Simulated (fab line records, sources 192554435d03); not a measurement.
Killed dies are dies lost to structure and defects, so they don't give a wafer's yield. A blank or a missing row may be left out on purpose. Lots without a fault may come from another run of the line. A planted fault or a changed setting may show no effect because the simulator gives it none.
Chamber matching | flow n5_finfet | N5_DUMMY_GATE_STRIP_40 on rie_diel-06: 4 sister chambers
The step strips in CF4. 4 wafers are shown with their chamber, then 10 later ones without.

WAFERS WITH THEIR CHAMBER
wafer  | chamber | drypump_motor_current_A (A)
L087.5 | 3       | 5.7
L088.4 | 0       | 6.2
L090.1 | 2       | 5.0
L090.3 | 1       | 5.0

WAFERS WITHOUT THEIR CHAMBER
wafer  | drypump_motor_current_A (A)
L090.5 | 5.7
L091.3 | 5.1
L091.5 | 6.2
L091.6 | 5.7
L092.1 | 6.2
L092.2 | 5.7
L092.3 | 4.9
L097.1 | 5.0
L097.3 | 6.2
L097.6 | 5.8

WHICH CHAMBER EACH WENT THROUGH
wafer  | from the rows above     | in truth
L090.5 | 3                       | 3
L091.3 | can't be placed: 1 or 2 | 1
L091.5 | 0                       | 0
L091.6 | 3                       | 3
L092.1 | 0                       | 0
L092.2 | 3                       | 3
L092.3 | can't be placed: 1 or 2 | 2
L097.1 | can't be placed: 1 or 2 | 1
L097.3 | 0                       | 0
L097.6 | 3                       | 3
Placed correctly: 7 of 10. Can't be placed from these rows: 3 (the true chamber is among the candidates in 3). Placed wrongly: 0.
How it was worked out, from the rows above alone: a wafer's distance from a chamber is the root of the sum, over the readings, of the square of ((its reading less the chamber's mean) divided by the reading's scatter). The wafer belongs to the nearest chamber; if the next one is less than 2 further off, it can't be placed. A chamber's mean is the mean of its shown wafers. The scatter: with one shown wafer a chamber, the root of the mean of the squares of how far each hidden wafer lies from its nearest shown one.
